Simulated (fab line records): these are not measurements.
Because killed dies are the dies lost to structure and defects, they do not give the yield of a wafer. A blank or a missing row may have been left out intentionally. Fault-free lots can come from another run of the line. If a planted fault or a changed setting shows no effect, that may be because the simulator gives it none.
fab line records ; flow n5-finfet
[record] lots = 10; wafers = 30; last-day = 16
route steps=1938 shown BEOL_M15@1784 TV_LITHO@1879
lots untouched by any fault: they come from a run of this same line in which no faults occurred
start-h: start of the lot's first displayed wafer, in hours after the record's first day ; wait-h: hours since the lot's step before ; " unchanged from the row above ; L1.1+2: a single row standing in for several wafers ; - no value present, or no start provided ; * or withheld: withheld ; < > ~ a bound
route shown NAME@n: names a module that has steps shown in the file, with the first one's number in the route ; usual: mean/standard deviation of fault-free wafers ; same: alike in all rows ; chamber/n: place in a boat ; sites: per-site readings ; _std_site: standard deviation of those values ; _edge_site: mean of outer sites minus mean of inner sites ; radius-mm: how far each site lies from the wafer's centre ; mask NAME#n: copy n ; behind: the most recent tool/chamber to have shaped the wafer ; hold: the reason the lot was held/the length of the hold in hours/how it ended ; device: the n, p or np transistor that did not switch ; end of line: the same wafers' tests at the end of the route ; where a step has no rows: the recipe by itself ; killed: count of dies lost to structure and defects at first sort (not the wafer's yield) ; map: a wafer's dies, marking killed ones x, the rest . and places with no die _
set.NAME: the setting that was run; set.NAME@STEP: the one run at that earlier step ; model.NAME: the simulator's own value behind a step, which no gauge read
route steps across a sampled set of lots; one table per step, one row per wafer
services: when a tool's chamber went out of use (start-h, in hours from the record's first day, below 0 if earlier), for how many hours, and the reason
[[steps]]
[step N5_BEOL_M15_OVL_MEAS_11]
[recipe] points-per-wafer = 44
[usual] V14_OVL = 2/4.6
[same] points-per-wafer = 44
lot.wafer;tool;chamber;start-h;wait-h;V14_OVL[nm]
L954.1;overlay-02;0;249.81;0.0;10
L954.2;overlay-02;0;249.81;0.0;7
L954.6;overlay-02;0;249.81;0.0;0
L955.1;overlay-01;0;253.66;0.0;7
L955.4;overlay-01;0;253.66;0.0;10
L955.5;overlay-01;0;253.66;0.0;4
L958.3;overlay-02;0;259.97;0.0;3
L958.5;overlay-02;0;259.97;0.0;8
L958.6;overlay-02;0;259.97;0.0;14
L957.2;overlay-02;0;263.99;0.0;3
L957.5;overlay-02;0;263.99;0.0;-4
L957.6;overlay-02;0;263.99;0.0;1
L959.2;overlay-02;0;291.23;0.0;-2
L959.4;overlay-02;0;291.23;0.0;9
L959.5;overlay-02;0;291.23;0.0;6
L964.2;overlay-01;0;309.93;0.0;0
L964.3;overlay-01;0;309.93;0.0;0
L964.6;overlay-01;0;309.93;0.0;3
L961.1;overlay-01;0;310.28;0.0;2
L961.3;overlay-01;0;310.28;0.0;9
L961.5;overlay-01;0;310.28;0.0;2
L971.2;overlay-01;0;361.05;0.0;-5
L971.4;overlay-01;0;361.05;0.0;-1
L971.5;overlay-01;0;361.05;0.0;2
L973.1;overlay-02;0;364.03;0.0;-5
L973.3;overlay-02;0;364.03;0.0;-2
L973.6;overlay-02;0;364.03;0.0;-4
L975.3;overlay-02;0;372.07;0.0;-1
L975.4;overlay-02;0;372.07;0.0;-5
L975.5;overlay-02;0;372.07;0.0;3
[step N5_BEOL_M15_ETCH_59]
[recipe] chemistry = N2/H2; target = BARC; target-depth-a = 890; overetch-a = 267; time-s = 67.9; ion-energy-ev = 200; pressure-mtorr = 30; source-w = 840; bias-w = 150; n2-flow-sccm = 200; h2-flow-sccm = 200
[usual] drypump-motor-current-A = 5.5/0.42; oes-product-au = 0.70/0.051; rf-fwd-power-W = 833/3.7; rf-vpp-V = 524.7/2.7; showerhead-plenum-p-Torr = 2.57/0.094; throttle-valve-pct = 17.83/0.19
lot.wafer;tool;chamber;start-h;wait-h;drypump-motor-current-A;oes-product-au;rf-fwd-power-W;rf-hours-counter-h;rf-vpp-V;showerhead-plenum-p-Torr;throttle-valve-pct
L954.1;rie-diel-03;0;250.07;0.0;5.2;0.80;837;3;528.8;2.72;17.71
L954.2;rie-diel-03;1;250.07;0.0;5.9;0.72;829;66;525.5;2.57;17.77
L954.6;rie-diel-03;3;250.07;0.0;4.7;0.70;832;-;521.5;2.47;18.06
L955.1;rie-diel-03;1;254.41;0.0;5.9;0.72;828;68;524.9;2.57;17.76
L955.4;rie-diel-03;2;254.41;0.0;5.4;0.69;826;109;528.0;2.67;18.15
L955.5;rie-diel-03;3;254.41;0.0;4.7;0.71;838;-;522.0;2.47;18.06
L958.3;rie-diel-01;2;260.06;0.0;5.5;0.80;835;14;523.1;2.50;17.69
L958.5;rie-diel-01;2;260.06;0.0;5.5;0.78;832;-;523.6;2.50;17.70
L958.6;rie-diel-01;1;260.06;0.0;6.0;0.71;822;-;528.4;2.69;17.41
L957.2;rie-diel-04;0;264.09;0.0;5.8;0.82;837;2;525.2;2.60;17.66
L957.5;rie-diel-04;1;264.09;0.0;5.7;0.69;833;-;521.1;2.46;17.64
L957.6;rie-diel-04;3;264.09;0.0;6.5;0.60;828;-;518.7;2.40;17.96
L959.2;rie-diel-03;0;291.69;0.0;5.3;0.75;833;17;527.5;2.71;17.73
L959.4;rie-diel-03;1;291.69;0.0;5.9;0.70;831;-;523.7;2.56;17.79
L959.5;rie-diel-03;0;291.69;0.0;5.2;0.76;833;-;529.1;2.71;17.72
L964.2;rie-diel-01;3;310.67;0.0;5.4;0.69;830;91;523.3;2.57;17.84
L964.3;rie-diel-01;2;310.67;0.0;5.5;0.76;835;32;524.3;2.49;17.73
L964.6;rie-diel-01;2;310.67;0.0;5.5;0.76;834;-;523.5;2.49;17.74
L961.1;rie-diel-04;3;311.25;0.0;6.5;0.59;830;245;519.4;2.40;17.98
L961.3;rie-diel-04;1;311.25;0.0;5.7;0.68;828;111;520.3;2.46;17.67
L961.5;rie-diel-04;0;311.25;0.0;5.7;0.77;836;-;525.4;2.59;17.67
L971.2;rie-diel-01;0;361.14;0.0;5.0;0.68;835;108;527.2;2.67;18.03
L971.4;rie-diel-01;2;361.14;0.0;5.5;0.75;833;45;521.6;2.49;17.75
L971.5;rie-diel-01;0;361.14;0.0;5.1;0.68;836;-;526.2;2.67;18.04
L973.1;rie-diel-04;3;364.12;0.0;6.5;0.82;832;3;528.8;2.71;17.54
L973.3;rie-diel-04;2;364.12;0.0;5.8;0.76;836;28;526.6;2.59;17.66
L973.6;rie-diel-04;1;364.12;0.0;5.7;0.66;826;-;521.9;2.45;17.72
L975.3;rie-diel-01;1;372.44;0.0;6.0;0.67;826;92;527.7;2.67;17.47
L975.4;rie-diel-01;0;372.44;0.0;5.1;0.67;838;112;527.5;2.67;18.04
L975.5;rie-diel-01;2;372.44;0.0;5.5;0.74;834;-;522.6;2.49;17.78
[step N5_BEOL_M15_STRIP_64]
[recipe] chemistry = O2; power-w = 600; temp-c = 60; pressure-mtorr = 30; rf-frequency-hz = 6e+07; bias-power-w = 0; overash-fraction = 0.3; o2-flow-sccm = 225
[usual] drypump-motor-current-A = 5.5/0.42; oes-product-au = 0.83/0.063; rf-vpp-V = 3.7/0.5; showerhead-plenum-p-Torr = 2.12/0.08; throttle-valve-pct = 16.63/0.19
lot.wafer;tool;chamber;start-h;wait-h;drypump-motor-current-A;oes-product-au;rf-hours-counter-h;rf-vpp-V;showerhead-plenum-p-Torr;throttle-valve-pct
L954.1;rie-diel-03;0;-;-;5.2;0.95;3;4.1;2.24;16.55
L954.2;rie-diel-03;1;-;-;5.9;0.84;66;2.7;2.13;16.60
L954.6;rie-diel-03;3;-;-;4.7;0.83;-;3.6;2.03;16.85
L955.1;rie-diel-03;1;-;-;5.9;0.84;68;3.7;2.13;16.60
L955.4;rie-diel-03;2;-;-;5.4;0.80;109;3.9;2.21;16.98
L955.5;rie-diel-03;3;-;-;4.7;0.81;-;5.0;2.03;16.86
L958.3;rie-diel-01;2;-;-;5.5;0.94;14;3.8;2.06;16.42
L958.5;rie-diel-01;2;-;-;5.5;0.92;-;2.9;2.06;16.42
L958.6;rie-diel-01;1;-;-;6.0;0.83;-;3.7;2.22;16.28
L957.2;rie-diel-04;0;-;-;5.8;0.96;3;3.2;2.13;16.41
L957.5;rie-diel-04;1;-;-;5.7;0.82;-;3.4;2.03;16.41
L957.6;rie-diel-04;3;-;-;6.5;0.69;-;3.6;1.99;16.83
L959.2;rie-diel-03;0;-;-;5.2;0.90;18;3.8;2.24;16.57
L959.4;rie-diel-03;1;-;-;5.9;0.82;-;3.7;2.12;16.63
L959.5;rie-diel-03;0;-;-;5.2;0.90;-;3.5;2.24;16.57
L964.2;rie-diel-01;3;-;-;5.4;0.82;91;3.5;2.11;16.65
L964.3;rie-diel-01;2;-;-;5.6;0.88;33;3.8;2.05;16.46
L964.6;rie-diel-01;2;-;-;5.5;0.88;-;4.0;2.05;16.46
L961.1;rie-diel-04;3;-;-;6.5;0.68;245;3.4;1.98;16.87
L961.3;rie-diel-04;1;-;-;5.7;0.79;112;3.4;2.03;16.42
L961.5;rie-diel-04;0;-;-;5.8;0.91;-;4.0;2.13;16.44
L971.2;rie-diel-01;0;-;-;5.1;0.80;108;3.8;2.21;16.75
L971.4;rie-diel-01;2;-;-;5.5;0.87;45;3.1;2.05;16.49
L971.5;rie-diel-01;0;-;-;5.1;0.80;-;2.5;2.21;16.75
L973.1;rie-diel-04;3;-;-;6.5;0.97;3;4.1;2.24;16.42
L973.3;rie-diel-04;2;-;-;5.7;0.90;28;3.5;2.15;16.58
L973.6;rie-diel-04;1;-;-;5.7;0.78;-;4.0;2.02;16.48
L975.3;rie-diel-01;1;-;-;5.9;0.79;92;3.3;2.21;16.33
L975.4;rie-diel-01;0;-;-;5.0;0.80;112;3.6;2.21;16.76
L975.5;rie-diel-01;2;-;-;5.5;0.86;-;2.4;2.05;16.49
[step N5_PASSIVATION_EXPOSE_07]
[recipe] mask-id = TV; na = 0.55; source-shape = conventional; sigma-outer = 0.8; polarization = unpolarized; defocus-nm = 0; target-cd-nm = 3000; dose-mj = 22.75
[usual] exposure-dose-mJ-cm2 = 22.756/0.022
lot.wafer;tool;chamber;start-h;wait-h;mask;exposure-dose-mJ-cm2
L954.1;krf-scanner-01;0;260.62;-;TV#0;22.783
L954.2;krf-scanner-01;0;260.62;-;TV#0;22.780
L954.6;krf-scanner-01;0;260.62;-;TV#0;22.768
L955.1;krf-scanner-02;0;265.49;-;TV#0;22.728
L955.4;krf-scanner-02;0;265.49;-;TV#0;22.760
L955.5;krf-scanner-02;0;265.49;-;TV#0;22.756
L958.3;krf-scanner-02;0;271.50;-;TV#0;22.770
L958.5;krf-scanner-02;0;271.50;-;TV#0;22.730
L958.6;krf-scanner-02;0;271.50;-;TV#0;22.763
L957.2;krf-scanner-02;0;275.05;-;TV#0;22.800
L957.5;krf-scanner-02;0;275.05;-;TV#0;22.741
L957.6;krf-scanner-02;0;275.05;-;TV#0;22.785
L959.2;krf-scanner-02;0;309.52;-;TV#0;22.736
L959.4;krf-scanner-02;0;309.52;-;TV#0;22.744
L959.5;krf-scanner-02;0;309.52;-;TV#0;22.755
L964.2;krf-scanner-01;0;328.56;-;TV#0;22.747
L964.3;krf-scanner-01;0;328.56;-;TV#0;22.777
L964.6;krf-scanner-01;0;328.56;-;TV#0;22.765
L961.1;krf-scanner-01;0;328.59;-;TV#0;22.773
L961.3;krf-scanner-01;0;328.59;-;TV#0;22.764
L961.5;krf-scanner-01;0;328.59;-;TV#0;22.755
L971.2;krf-scanner-02;0;374.99;-;TV#0;23.779
L971.4;krf-scanner-02;0;374.99;-;TV#0;23.804
L971.5;krf-scanner-02;0;374.99;-;TV#0;23.789
L973.1;krf-scanner-02;0;380.02;-;TV#0;23.746
L973.3;krf-scanner-02;0;380.02;-;TV#0;23.757
L973.6;krf-scanner-02;0;380.02;-;TV#0;23.741
L975.3;krf-scanner-01;0;384.60;-;TV#0;22.768
L975.4;krf-scanner-01;0;384.60;-;TV#0;22.788
L975.5;krf-scanner-01;0;384.60;-;TV#0;22.771
[step N5_PASSIVATION_CD_MEAS_10]
[recipe] target-cd-nm = 3000; landing-energy-ev = 500; detector = se-inlens
[usual] cd-nm = 3000.3/1.6
lot.wafer;tool;chamber;start-h;wait-h;cd-nm
L954.1;cd-sem-02;0;260.79;-;3001.5
L954.2;cd-sem-02;0;260.79;-;3002.7
L954.6;cd-sem-02;0;260.79;-;3000.4
L955.1;cd-sem-01;0;265.66;-;2999.6
L955.4;cd-sem-01;0;265.66;-;2999.4
L955.5;cd-sem-01;0;265.66;-;2998.5
L958.3;cd-sem-02;0;271.67;-;2999.1
L958.5;cd-sem-02;0;271.67;-;3001.1
L958.6;cd-sem-02;0;271.67;-;3001.4
L957.2;cd-sem-03;0;275.22;-;2999.7
L957.5;cd-sem-03;0;275.22;-;2998.3
L957.6;cd-sem-03;0;275.22;-;3002.0
L959.2;cd-sem-02;0;309.69;-;3001.3
L959.4;cd-sem-02;0;309.69;-;3002.1
L959.5;cd-sem-02;0;309.69;-;3000.5
L964.2;cd-sem-03;0;328.74;-;3000.5
L964.3;cd-sem-03;0;328.74;-;3000.7
L964.6;cd-sem-03;0;328.74;-;3001.4
L961.1;cd-sem-02;0;328.77;-;3002.3
L961.3;cd-sem-02;0;328.77;-;3000.6
L961.5;cd-sem-02;0;328.77;-;3000.7
L971.2;cd-sem-03;0;375.16;-;3007.0
L971.4;cd-sem-03;0;375.16;-;3008.0
L971.5;cd-sem-03;0;375.16;-;3009.0
L973.1;cd-sem-02;0;380.20;-;3012.4
L973.3;cd-sem-02;0;380.20;-;3009.0
L973.6;cd-sem-02;0;380.20;-;3009.7
L975.3;cd-sem-03;0;384.77;-;2998.4
L975.4;cd-sem-03;0;384.77;-;2998.3
L975.5;cd-sem-03;0;384.77;-;2997.3
[[services]]
tool;chamber;start-h;hours;kind
krf-scanner-01;-;238.06;4.0;pm
rie-diel-04;0;242.16;-;clean
rie-diel-04;1;246.44;6.6;repair
rie-diel-04;2;248.61;3.7;repair
krf-scanner-02;-;266.78;1.3;pm
rie-diel-01;0;269.66;2.1;repair
rie-diel-01;0;275.75;4.7;repair
krf-scanner-01;-;279.19;1.3;pm
krf-scanner-01;-;280.49;1.0;pm
krf-scanner-01;-;281.49;0.8;pm
rie-diel-03;3;282.13;10.9;repair
krf-scanner-02;-;298.50;0.6;repair
rie-diel-03;-;298.97;15.6;pm
rie-diel-01;2;321.53;13.2;repair
rie-diel-04;1;326.25;8.7;repair
krf-scanner-02;-;326.33;0.8;pm
rie-diel-04;3;329.91;4.1;repair
krf-scanner-02;-;331.30;2.4;repair
krf-scanner-02;-;346.62;1.0;pm
rie-diel-04;2;347.19;1.6;repair
krf-scanner-02;-;348.68;4.0;pm
krf-scanner-01;-;349.39;6.6;repair
rie-diel-03;-;367.22;0.3;repair
rie-diel-04;2;381.90;8.8;repair
[[key]]
[first-sign] step = N5_PASSIVATION_EXPOSE_07; reading = exposure-dose-mJ-cm2; direction = up; sigmas = 47; usual = 22.756; struck = 23.769
[effect] step = N5_PASSIVATION_CD_MEAS_10; reading = cd-nm; direction = up; sigmas = 5.5; usual = 3000.3; struck = 3009.2
met-at N5_PASSIVATION_EXPOSE_07
struck-lots L971,L973
not-acting-at N5_BEOL_M15_OVL_MEAS_11,N5_BEOL_M15_ETCH_59,N5_BEOL_M15_STRIP_64
onset-between 309.52 374.99
[fault] kind = process-parameter-drift; tool = krf-scanner-02; chamber = -; onset-h = 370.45; steps = N5_PASSIVATION_EXPOSE_07; channel = dose-mj; offset = 0.99677; shape = step; acts-in = these-recipes-only; stated = 22.75
